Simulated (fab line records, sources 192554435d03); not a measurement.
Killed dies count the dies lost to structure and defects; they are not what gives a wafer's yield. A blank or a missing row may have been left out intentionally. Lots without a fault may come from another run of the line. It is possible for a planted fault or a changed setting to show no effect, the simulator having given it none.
Matching of chambers | flow n5-finfet | N5_BEOL_M8_DEP_56 on pecvd-01 has 3 sister chambers
The step deposits SiCN from 3MS/NH3, target thk 10 nm, time 17.5 s. 6 wafers are shown with their chamber, then 10 later ones without.

== WAFERS, EACH WITH ITS CHAMBER ==
wafer  | chamber | throttle-valve-pct (%) | showerhead-plenum-p-Torr (Torr)
L081.3 | 1       | 10.1                   | 3.699
L084.1 | 0       | 8.8                    | 3.665
L084.4 | 1       | 10.0                   | 3.700
L084.6 | 2       | 8.3                    | 3.681
L085.2 | 0       | 8.6                    | 3.672
L085.3 | 2       | 8.4                    | 3.671

== WAFERS WITHOUT THEIR CHAMBER ==
wafer  | throttle-valve-pct (%) | showerhead-plenum-p-Torr (Torr)
L085.4 | 8.3                    | 3.694
L088.1 | 8.6                    | 3.670
L088.3 | 9.9                    | 3.716
L088.6 | 8.2                    | 3.676
L094.1 | 8.4                    | 3.675
L094.2 | 8.8                    | 3.667
L094.5 | 8.8                    | 3.665
L096.2 | 8.5                    | 3.671
L096.4 | 9.9                    | 3.697
L096.5 | 8.3                    | 3.679

== WHICH CHAMBER EACH ONE RAN IN ==
wafer  | from the rows above     | in truth
L085.4 | 2                       | 2
L088.1 | can't be placed: 0 or 2 | 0
L088.3 | 1                       | 1
L088.6 | 2                       | 2
L094.1 | 2                       | 2
L094.2 | 0                       | 0
L094.5 | 0                       | 0
L096.2 | can't be placed: 2 or 0 | 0
L096.4 | 1                       | 1
L096.5 | 2                       | 2
8 of 10 placed correctly. Cannot be placed on the basis of these rows: 2; the candidates contain the true chamber in 2. Wrongly placed: 0.
How it was worked out, from the rows above alone: a wafer's distance from a chamber is the root of the sum, over the readings, of the square of ((its reading less the chamber's mean) divided by the reading's scatter). The wafer belongs to the nearest chamber; if the next one is less than 2 further off, it can't be placed. A chamber's mean is the mean of its shown wafers. The scatter: the root of (the sum of the squares of (reading less its chamber's mean) over the shown wafers, divided by (wafers less chambers)).
